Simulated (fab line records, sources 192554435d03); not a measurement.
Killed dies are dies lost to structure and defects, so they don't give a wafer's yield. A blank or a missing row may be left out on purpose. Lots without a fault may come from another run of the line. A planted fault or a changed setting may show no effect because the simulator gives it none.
A struck lot beside a sound one | flow n5_finfet | 27 steps out of a route of 1938
Sound: wafers L436.1, L436.2, L436.5. Struck: wafers L455.1, L455.2, L455.4. The cause comes at the end.
At each step with rows: each side's tool, then ch and its chambers, then its first start. Under that, the readings that differ: sound wafers | struck wafers | difference of the means | sigmas: that difference in standard deviations of wafers without a fault.
alike: readings whose means differ by less than 2 such deviations, and words and numbers that are the same on both sides. not compared: withheld readings, readings that some wafer has no value for, bounds like >300 that may hide the same value, and numbers for which the record gives no deviation and whose values overlap.
The two part at a step that has a row with sigmas, a row that says differs or no value, or rows on one side only. Numbers that don't overlap but have no deviation are shown without sigmas and don't part them. A reading that every wafer of one side lacks parts them only if that side has two wafers or more.

first, 10 steps without rows for these wafers: N5_BEOL_M2_DESCUM_16 (chemistry O2, time 7 s); N5_BEOL_M2_ETCH_74 (etches underlayer in N2/H2, target depth 6.5 nm, time 5.2 s); N5_BEOL_M2_ETCH_63 (etches SiARC in CF4, target depth 15.6 nm, time 26 s); N5_BEOL_M2_ETCH_64 (etches SOC in N2/H2, target depth 75 nm, overetch 22.5 nm, time 121.9 s); N5_BEOL_M2_STRIP_65 (strips in N2/H2); N5_BEOL_M2_STRIP_75 (strips in N2/H2); N5_BEOL_M2_STRIP_66 (strips in CF4); N5_BEOL_M2_HM_OPEN_17 (chemistry Cl2/BCl3, target TiN, target depth 20 nm, overetch 6 nm); N5_BEOL_M2_STRIP_19 (strips in O2); N5_BEOL_M2_COAT_67 (time 60 s, resist thk 60 nm).
N5_BEOL_M2_COAT_68: time 60 s, resist thk 12 nm.
  sound on litho_track-03 ch 0, day 7 17:34; struck on litho_track-03 ch 0, day 12 03:07
  reading                                    | sound                | struck               | difference | sigmas
  spin_speed_rpm (rpm)                       | 1498.9 1500.0 1499.0 | 1270.1 1270.2 1271.4 | -228.7     | -99 or more
  model.SiARC_of_BEOL_M2_COAT_68.thk_nm (nm) | 12 12 12             | 13 13 13             | +1         |
  alike: plate_temp_C
then, 9 steps without rows for these wafers: N5_BEOL_M2_COAT_76 (time 60 s, resist thk 5 nm); N5_BEOL_M2_COAT_22 (resist thk 30 nm); N5_BEOL_M2_EBR_24; N5_BEOL_M2_SOFTBAKE_23 (time 60 s); N5_BEOL_M2_EXPOSE_25 (exposes mask V1, defocus 5 nm); N5_BEOL_M2_PEB_26 (peb time 60 s); N5_BEOL_M2_DEVELOP_27 (develop time 30 s); N5_BEOL_M2_DESCUM_33 (chemistry O2, time 7 s); N5_BEOL_M2_ETCH_77 (etches underlayer in N2/H2, target depth 6.5 nm, time 5.2 s).
N5_BEOL_M2_ETCH_69: etches SiARC in CF4, target depth 15.6 nm, time 26 s.
  sound on rie_diel-05 ch 0,2, day 7 18:17; struck on rie_diel-02 ch 0,1,2, day 12 04:24
  reading                                      | sound             | struck            | difference | sigmas
  etch_rf_on_time_s (s)                        | 28.1 26.0 25.7    | 27.9 29.4 29.6    | +2.4       | +3
  model.etch.depth_nm (nm)                     | 12.03 12.01 12.03 | 13.02 13.03 13.04 | +1.01      |
  model.CAR-EUV_of_BEOL_M2_COAT_22.thk_nm (nm) | 11.2 11.2 11.2    | 10.4 10.4 10.6    | -0.7       |
  alike: bias_w, drypump_motor_current_A, oes_product_au, rf_vpp_V, showerhead_plenum_p_Torr, throttle_valve_pct
  not compared: rf_hours_counter_h
then, 1 step without rows for these wafers: N5_BEOL_M2_ALD_98 (deposits SiO2, target thk 2.5 nm, pulse time 1 s, co reactant pulse time 1 s).
N5_BEOL_M2_ETCHBACK_99: etches SiO2 in CHF3, target depth 5 nm, time 10.4 s.
  sound on rie_diel-05 ch 1,2, day 7 23:32; struck on rie_diel-01 ch 0,2,3, day 12 11:51
  reading                                      | sound          | struck      | difference | sigmas
  model.CAR-EUV_of_BEOL_M2_COAT_22.thk_nm (nm) | 10.4 10.4 10.4 | 9.6 9.8 9.8 | -0.7       |
  alike: bias_w, drypump_motor_current_A, oes_product_au, rf_vpp_V, showerhead_plenum_p_Torr, throttle_valve_pct
  not compared: rf_hours_counter_h
N5_BEOL_M2_ETCH_70: etches SOC in N2/H2, target depth 80 nm, overetch 24 nm, time 130 s.
  sound on rie_diel-05 ch 1,2, day 7 23:34; struck on rie_diel-01 ch 0,2,3, day 12 11:53
  reading                                    | sound   | struck    | difference | sigmas
  model.SiARC_of_BEOL_M2_COAT_68.thk_nm (nm) | 6 5.6 6 | 7 6.8 6.8 | +1         |
  alike: bias_w, drypump_motor_current_A, oes_product_au, rf_vpp_V, showerhead_plenum_p_Torr, throttle_valve_pct
  not compared: rf_hours_counter_h
then, 1 step without rows for these wafers: N5_BEOL_M2_STRIP_71 (strips in N2/H2).
N5_BEOL_M4_RC_MEAS_101:
  sound on prober-02 ch 0, day 9 14:39; struck on prober-01 ch 0, day 13 20:20
  alike: DIBL_N, DIBL_P, IOFF_N, IOFF_P, ION_N, ION_P, SS_N, SS_P, VT_N, VT_P
N5_PASSIVATION_PROBE_49:
  the record has rows for the sound wafers here (prober-01, day 13 22:30) and none for the struck ones

WHERE THEY PART
First at N5_BEOL_M2_COAT_68; last, within this record, at N5_PASSIVATION_PROBE_49.

WHY: what the simulator had put in
Process parameter drift: litho_track-03, from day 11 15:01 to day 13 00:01, at N5_BEOL_M2_COAT_68. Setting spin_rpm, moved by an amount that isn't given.
